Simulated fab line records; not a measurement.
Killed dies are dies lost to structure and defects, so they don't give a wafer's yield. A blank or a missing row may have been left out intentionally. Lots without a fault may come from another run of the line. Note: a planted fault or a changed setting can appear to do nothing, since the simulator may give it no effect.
The tool behind it: which one? :: flow n5 finfet :: route of 1938 steps, sampled at 1 step: 11 lots, 31 wafers

## WHAT THE GAUGES SHOWED, per wafer
N5_BEOL_M8_CD_MEAS_28: the cd target is 40 nm.
lot: L952
measured: day 9 16:52
on: cd sem-02
cd nm (nm): 40.27 40.14 39.85

lot: L954
measured: day 10 03:08
on: cd sem-02
cd nm (nm): 39.71 39.81 39.76

lot: L953
measured: day 10 17:34
on: cd sem-03
cd nm (nm): 40.25 39.95 39.80

lot: L956
measured: day 11 13:35
on: cd sem-02
cd nm (nm): 40.21 39.84 40.25

lot: L959
measured: day 12 00:48
on: cd sem-01
cd nm (nm): 39.84 39.81 40.34

lot: L960
measured: day 12 13:29
on: cd sem-03
cd nm (nm): 39.95 40.49 40.27

lot: L965
measured: day 13 03:47
on: cd sem-01
cd nm (nm): 40.31 40.20

lot: L966
measured: day 13 20:58
on: cd sem-01
cd nm (nm): 40.12 40.50

lot: L968
measured: day 14 05:59
on: cd sem-01
cd nm (nm): 39.69 40.04 39.93

lot: L969
measured: day 14 06:05
on: cd sem-01
cd nm (nm): 39.71 40.11 39.64

lot: L974
measured: day 15 19:20
on: cd sem-03
cd nm (nm): 39.86 40.07 40.23

## WHAT TOOL EACH LOT RAN ON (gives the tool, then ch and the chambers of the sampled wafers, and finally the start)
Record: no process step prior to these readings.

## THE ANSWER, worked out from the rows above alone
Rule: the usual values come from the lots themselves. The widest of any qualifying gaps counts: lots, ordered by their means at a reading, are off when they make up no more than a third of the lots, leave a main group of 4 or more, and stand apart from it by 3 or more times the standard deviation of that group's means. Not used: any main group whose means are identical at the precision the tables above print for the reading. Also off: a lot with no number at a reading for which 4 or more lots have one. All remaining lots with rows at the step are treated as sound.
No lot is off at any reading shown: from this, nothing can be told.

## WHAT HAD BEEN PUT IN BY THE SIMULATOR
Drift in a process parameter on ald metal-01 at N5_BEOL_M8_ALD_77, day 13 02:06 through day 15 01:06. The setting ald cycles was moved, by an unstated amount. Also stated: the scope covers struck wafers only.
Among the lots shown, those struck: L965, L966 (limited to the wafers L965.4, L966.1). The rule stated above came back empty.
